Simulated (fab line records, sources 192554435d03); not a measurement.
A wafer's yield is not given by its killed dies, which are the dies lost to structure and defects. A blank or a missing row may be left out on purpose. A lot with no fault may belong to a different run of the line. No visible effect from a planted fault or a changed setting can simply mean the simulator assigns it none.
fab line records | flow n5-finfet
record: lots: 4 | wafers: 12 | last-day: 17
route steps=1938 shown STI_FIN_REVEAL@209 DUMMY_GATE@212 BEOL_M4@1111
lots that met no fault: taken from a fault-free run of the same line
start-h: hours from the record's opening day to when the first of the lot's shown wafers began | wait-h: hours since the lot's step before | " same as the row above | L1.1+2: several wafers, shown together as one row | - no value present, or no start provided | * or withheld: withheld | < > ~ a bound
route shown NAME@n: NAME is a module with steps in the file, n the number in the route of the first one | usual: the fault-free wafers' mean and standard deviation | same: alike in all rows | chamber/n: place in a boat | sites: each site's reading | _std_site: standard deviation of those values | _edge_site: outer sites' mean less inner sites' | radius-mm: for every site, how far away it sits from the centre of the wafer | mask NAME#n: copy n | behind: the tool/chamber that last shaped the wafer | hold: why the lot went on hold/how many hours it stayed there/how the hold came to an end | device: the n, p or np transistor that did not switch | end of line: at the end of the route, the tests of the same wafers | step lacking rows: just its recipe | killed: the dies lost at the first sort to structure and to defects; this is not the yield of the wafer | map: the dies of a wafer, with x for killed, . for not killed, _ for no die there
set.NAME: setting as actually run; set.NAME@STEP: the setting as run at that earlier step | model.NAME: the simulator's own value behind a step, which no gauge read
lots at some steps of the route; a table a step, a row a wafer
services: the hour from which a tool's chamber was out of use, counted from the record's first day as start-h (under 0 if before that day), plus the number of hours and why
== steps ==
step: N5_STI_FIN_REVEAL_PRECLEAN_18
recipe: chemistry: SC2 | time-s: 45 | temp-c: 35 | mix: 1:1:50
step: N5_STI_FIN_REVEAL_SRD_28
recipe: dry: ipa-marangoni | time-s: 30 | temp-c: 23 | rinse-liquid: diw
step: N5_DUMMY_GATE_PRECLEAN_00
recipe: chemistry: O3/DIW | time-s: 60 | temp-c: 22 | o3-ppm: 10
step: N5_DUMMY_GATE_SRD_01
recipe: time-s: 30 | temp-c: 23 | rinse-liquid: diw | dry: ipa-marangoni
step: N5_DUMMY_GATE_ALD_02
recipe: material: SiO2 | target-thk-a: 20 | temp-c: 300 | ald-precursor-family: BDEAS | ald-co-reactant: O2-plasma | pulse-time-s: 1 | pressure-torr: 2
step: N5_DUMMY_GATE_CVD_03
recipe: material: a-Si | target-thk-a: 1500 | temp-c: 530 | precursor: SiH4 | time-s: 8042
step: N5_DUMMY_GATE_PRECLEAN_46
recipe: chemistry: DIW | time-s: 89.5 | temp-c: 23
step: N5_DUMMY_GATE_SRD_47
recipe: dry-time-s: 32 | dry: n2-spin | spin-rpm: 1500
step: N5_DUMMY_GATE_CMP_04
recipe: material: a-Si | post-cmp-clean: alkaline-brush
step: N5_DUMMY_GATE_HM_DEP_06
recipe: material: SiNx | target-thk-a: 800 | precursor: DCS/NH3 | temp-c: 700 | pressure-mtorr: 300 | time-s: 5141
step: N5_DUMMY_GATE_PECVD_30
recipe: material: SiO2 | target-thk-a: 550 | temp-c: 400 | precursor: TEOS/O2 | pressure-torr: 6.5 | rf-w: withheld | teos-flow-sccm: withheld | gas: O2 | flow-sccm: 2650 | time-s: 10.8
lot.wafer | tool     | chamber | start-h | wait-h | model.SiO2_of_DUMMY_GATE_PECVD_30.thk-nm
L968.1    | pecvd-04 | 0       | 64.03   | 0.0    | 54.8
L968.4    | "        | 0       | "       | "      | 56
L968.6    | "        | 2       | "       | "      | 55.8
L983.3    | pecvd-01 | 1       | 152.72  | 0.1    | 53.8
L983.4    | "        | 2       | "       | "      | 55.2
L983.6    | "        | 1       | "       | "      | 54
L984.1    | pecvd-04 | 0       | 164.94  | 0.0    | 55.4
L984.2    | "        | 1       | "       | "      | 42
L984.5    | "        | 1       | "       | "      | 56
L986.2    | pecvd-04 | 1       | 172.88  | 0.0    | 41.2
L986.3    | "        | 0       | "       | "      | 42.2
L986.5    | "        | 1       | "       | "      | 56
step: N5_DUMMY_GATE_COAT_34
recipe: resist: SOC | temp-c: 250 | time-s: 60 | spin-rpm: 1500 | resist-thk-nm: 60
step: N5_DUMMY_GATE_COAT_35
recipe: resist: SiARC | temp-c: 220 | time-s: 60 | spin-rpm: 1500 | resist-thk-nm: 10
step: N5_DUMMY_GATE_COAT_28
recipe: resist: underlayer | temp-c: 205 | time-s: 60 | spin-rpm: 1500 | resist-thk-nm: 10
step: N5_DUMMY_GATE_COAT_09
recipe: resist: CAR-EUV | spin-rpm: 1500 | resist-thk-nm: 30
step: N5_DUMMY_GATE_EBR_11
recipe: solvent: PGMEA | ebr-width-mm: 1.5
step: N5_DUMMY_GATE_SOFTBAKE_10
recipe: temp-c: 110 | time-s: 60 | resist: CAR-EUV
step: N5_DUMMY_GATE_EXPOSE_12
recipe: mask-id: GATE | na: 0.33 | source-shape: annular | sigma-inner: 0.2 | sigma-outer: 0.6 | polarization: unpolarized | target-cd-nm: 25 | dose-mj: 34
step: N5_DUMMY_GATE_PEB_13
recipe: peb-temp-c: 100 | peb-time-s: 60 | resist: CAR-EUV
step: N5_DUMMY_GATE_DEVELOP_14
recipe: develop-time-s: 30 | developer: TMAH | resist: CAR-EUV | rinse-liquid: surfactant-rinse | dry: air-spin | dev-temp-c: 23
step: N5_DUMMY_GATE_DESCUM_20
recipe: chemistry: O2 | time-s: 6.2 | source-power-w: 50 | bias-power-w: 20 | pressure-mtorr: 20 | rf-frequency-hz: 2.712e+07 | temp-c: 40 | resist: CAR-EUV | o2-flow-sccm: 225
step: N5_DUMMY_GATE_ETCH_29
recipe: chemistry: N2/H2 | target: underlayer | target-depth-a: 130 | ion-energy-ev: 200 | pressure-mtorr: 30 | source-w: 840 | bias-w: 150 | n2-flow-sccm: 200 | h2-flow-sccm: 200
step: N5_DUMMY_GATE_ETCH_36
recipe: chemistry: CF4 | target: SiARC | target-depth-a: 130 | pressure-mtorr: 40 | source-w: 545 | bias-w: 36 | Ar_flow_sccm: 100 | cf4-flow-sccm: 100 | ion-energy-ev: 80
step: N5_DUMMY_GATE_ETCH_37
recipe: chemistry: N2/H2 | target: SOC | target-depth-a: 600 | overetch-a: 300 | temp-c: 40 | ion-energy-ev: 200 | pressure-mtorr: 30 | source-w: 840 | bias-w: 150 | n2-flow-sccm: 200 | h2-flow-sccm: 200
step: N5_DUMMY_GATE_STRIP_38
recipe: chemistry: N2/H2 | temp-c: 40 | n2-flow-sccm: 200 | h2-flow-sccm: 200 | rf-frequency-hz: 6e+07
step: N5_DUMMY_GATE_STRIP_39
recipe: chemistry: N2/H2 | temp-c: 40 | n2-flow-sccm: 200 | h2-flow-sccm: 200 | rf-frequency-hz: 6e+07
step: N5_DUMMY_GATE_TRIM_49
recipe: chemistry: O2 | resist: SOC | time-s: 29 | target-cd-nm: 14 | source-power-w: 300 | bias-power-w: 0 | O2_flow_sccm: 100 | temp-c: 20
step: N5_DUMMY_GATE_STRIP_40
recipe: chemistry: CF4 | resist: SiARC | power-w: 300 | bias-power-w: 75 | pressure-mtorr: 50 | cf4-flow-sccm: 150 | rf-frequency-hz: 6e+07
step: N5_DUMMY_GATE_ETCH_31
recipe: chemistry: C4F6/O2 | target: SiO2 | mask-material: SOC | target-depth-a: 825 | time-s: 27.5 | ion-energy-ev: 250 | pressure-mtorr: 30 | source-w: 345 | bias-w: 185 | Ar_flow_sccm: 300 | C4F6_flow_sccm: 10 | O2_flow_sccm: 10
step: N5_DUMMY_GATE_STRIP_41
recipe: chemistry: O2 | power-w: 400 | temp-c: 40 | pressure-mtorr: 30 | rf-frequency-hz: 6e+07 | bias-power-w: 0 | overash-fraction: 0.3 | o2-flow-sccm: 225
step: N5_DUMMY_GATE_HM_OPEN_21
recipe: chemistry: CH3F/O2 | target: SiNx | target-depth-a: 1200 | Ar_flow_sccm: 150 | CH3F_flow_sccm: 30 | O2_flow_sccm: 23 | time-s: 171.4 | pressure-mtorr: 30 | source-w: 395 | bias-w: 73 | ion-energy-ev: 120.7
step: N5_DUMMY_GATE_ETCH_32
recipe: chemistry: CF4 | target: SiO2 | target-depth-a: 35 | time-s: 3.9 | ion-energy-ev: 350 | pressure-mtorr: 10 | icp-w: 800 | bias-w: 400 | cf4-flow-sccm: 80
step: N5_DUMMY_GATE_ETCH_23
recipe: chemistry: HBr/Cl2/O2 | HBr_flow_sccm: 150 | Cl2_flow_sccm: 80 | O2_flow_sccm: 12 | bias-w: 102 | target-depth-a: 410 | time-s: 22.3 | target: poly-Si | mask-material: SiO2 | pressure-mtorr: 10 | icp-w: 800
step: N5_DUMMY_GATE_ETCH_44
recipe: chemistry: HBr/O2 | over-etch-frac: 0.7 | target-depth-a: 1275 | stop-on: SiO2 | ion-energy-ev: 60 | bias-w: 20 | target: poly-Si | mask-material: SiO2 | pressure-mtorr: 20 | icp-w: 400 | HBr_flow_sccm: 120 | O2_flow_sccm: 10
usual: HBr_flow_sccm: 120.0/0.36 | drypump-motor-current-A: 5.6/0.5 | oes-product-au: 0.728/0.012 | throttle-valve-pct: 18.58/0.22
lot.wafer | tool      | chamber | start-h | wait-h | HBr_flow_sccm | drypump-motor-current-A | oes-product-au | rf-hours-counter-h | throttle-valve-pct | model.SiO2_of_DUMMY_GATE_PECVD_30.thk-nm
L968.1    | rie-si-02 | 1       | 65.31   | 0.0    | 119.9         | 5.3                     | 0.726          | 112                | 18.90              | 37.8
L968.4    | "         | 3       | "       | "      | 120.1         | 6.4                     | 0.723          | 178                | 18.11              | 38.8
L968.6    | "         | 1       | "       | "      | 119.6         | 5.3                     | 0.705          | -                  | 18.89              | 39.2
L983.3    | rie-si-04 | 3       | 158.70  | 0.0    | 119.4         | 6.0                     | 0.744          | 12                 | 18.50              | 37.2
L983.4    | "         | 0       | "       | "      | 119.7         | 6.3                     | 0.730          | -                  | 18.72              | 38.6
L983.6    | "         | 3       | "       | "      | 119.9         | 5.9                     | 0.748          | -                  | 18.50              | 37.2
L984.1    | rie-si-05 | 0       | 166.27  | 0.0    | 120.1         | 5.0                     | 0.711          | 32                 | 18.50              | 38.8
L984.2    | "         | 3       | "       | "      | 119.9         | 4.9                     | 0.738          | 34                 | 18.67              | 25
L984.5    | "         | 3       | "       | "      | 120.2         | 4.9                     | 0.735          | -                  | 18.69              | 39.2
L986.2    | rie-si-02 | 2       | 174.35  | 0.0    | 120.7         | 5.4                     | 0.719          | 167                | 18.65              | 24.4
L986.3    | "         | 3       | "       | "      | 119.8         | 6.4                     | 0.724          | 180                | 18.11              | 25.2
L986.5    | "         | 0       | "       | "      | 119.4         | 5.5                     | 0.736          | -                  | 18.92              | 38.8
step: N5_BEOL_M4_RC_MEAS_101
usual: DIBL_N: 36.2/1.7 | DIBL_P: 36.6/1.9 | IOFF_N: 0.16/0.032 | IOFF_P: 0.21/0.037 | ION_N: 675/12 | ION_P: 460/8.1 | SS_N: 71.4/0.58 | SS_P: 73.4/0.64 | VT_N: 249/3.2 | VT_P: -252/3.4
lot.wafer | tool      | chamber | start-h | wait-h | DIBL_N[mV/V] | DIBL_P[mV/V] | IOFF_N[nA/um] | IOFF_P[nA/um] | ION_N[uA/um] | ION_P[uA/um] | SS_N[mV/dec] | SS_P[mV/dec] | VT_N[mV] | VT_P[mV]
L968.1    | prober-02 | 0       | 183.13  | 0.0    | 38.6         | 39.4         | 0.22          | 0.24          | 693          | 461          | 72.8         | 75.1         | 245      | -249
L968.4    | "         | 0       | "       | "      | 35.3         | 35.5         | 0.15          | 0.19          | 678          | 464          | 71.4         | 73.3         | 249      | -254
L968.6    | "         | 0       | "       | "      | 35.0         | 34.9         | 0.13          | 0.18          | 666          | 456          | 71.4         | 72.7         | 255      | -254
L983.3    | prober-01 | 0       | 267.97  | 0.3    | 34.7         | 35.1         | 0.14          | 0.16          | 666          | 446          | 71.2         | 73.4         | 253      | -256
L983.4    | "         | 0       | "       | "      | 37.6         | 39.4         | 0.20          | 0.23          | 682          | 460          | 71.6         | 74.8         | 247      | -253
L983.6    | "         | 0       | "       | "      | 34.6         | 34.5         | 0.13          | 0.15          | 665          | 447          | 70.6         | 73.1         | 253      | -255
L984.1    | prober-02 | 0       | 281.81  | 0.0    | 34.2         | 35.7         | 0.14          | 0.19          | 680          | 469          | 70.7         | 72.7         | 251      | -252
L984.2    | "         | 0       | "       | "      | 36.8         | 38.5         | 0.19          | 0.23          | 689          | 464          | 71.6         | 73.8         | 245      | -251
L984.5    | "         | 0       | "       | "      | 35.9         | 37.6         | 0.17          | 0.22          | 686          | 471          | 71.0         | 73.1         | 247      | -252
L986.2    | prober-02 | 0       | 290.45  | 0.2    | 38.6         | 38.3         | 0.21          | 0.28          | 682          | 470          | 72.1         | 73.4         | 246      | -246
L986.3    | "         | 0       | "       | "      | 38.1         | 36.6         | 0.21          | 0.25          | 698          | 473          | 71.9         | 73.4         | 241      | -246
L986.5    | "         | 0       | "       | "      | 37.7         | 36.8         | 0.20          | 0.25          | 684          | 468          | 71.8         | 73.3         | 245      | -246
== services ==
tool      | chamber | start-h | hours | kind
rie-si-02 | -       | 48.12   | 0.4   | repair
rie-si-05 | -       | 70.65   | 2.8   | pm
rie-si-02 | 0       | 71.12   | 14.7  | repair
pecvd-04  | 2       | 80.49   | 10.2  | repair
rie-si-04 | -       | 83.20   | 0.1   | repair
rie-si-05 | 2       | 94.66   | 5.2   | repair
pecvd-01  | -       | 107.81  | 14.6  | pm
pecvd-04  | 1       | 121.37  | 3.7   | repair
rie-si-04 | 1       | 151.45  | -     | clean
rie-si-04 | 1       | 151.45  | 24.6  | scheduled-down
rie-si-04 | 1       | 151.45  | 24.6  | vent-cycle
pecvd-01  | -       | 167.15  | 7.7   | repair
== key ==
first-sign none at tools or gauges
model-effect: step: N5_DUMMY_GATE_PECVD_30 | value: SiO2_of_DUMMY_GATE_PECVD_30.thk-nm | without: 55 | struck: 41.8
model-effect: step: N5_DUMMY_GATE_ETCH_44 | value: SiO2_of_DUMMY_GATE_PECVD_30.thk-nm | without: 38.07 | struck: 24.87
met-at N5_DUMMY_GATE_PECVD_30
struck-wafers L984.2,L986.2,L986.3
onset-between 64.03 164.94
fault: kind: process-parameter-drift | tool: pecvd-04 | chamber: - | onset-h: 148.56 | steps: N5_DUMMY_GATE_PECVD_30 | channel: time-s | offset: * | shape: step | end-h: 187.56 | scope: struck-wafers-only | acts-in: * | stated: *
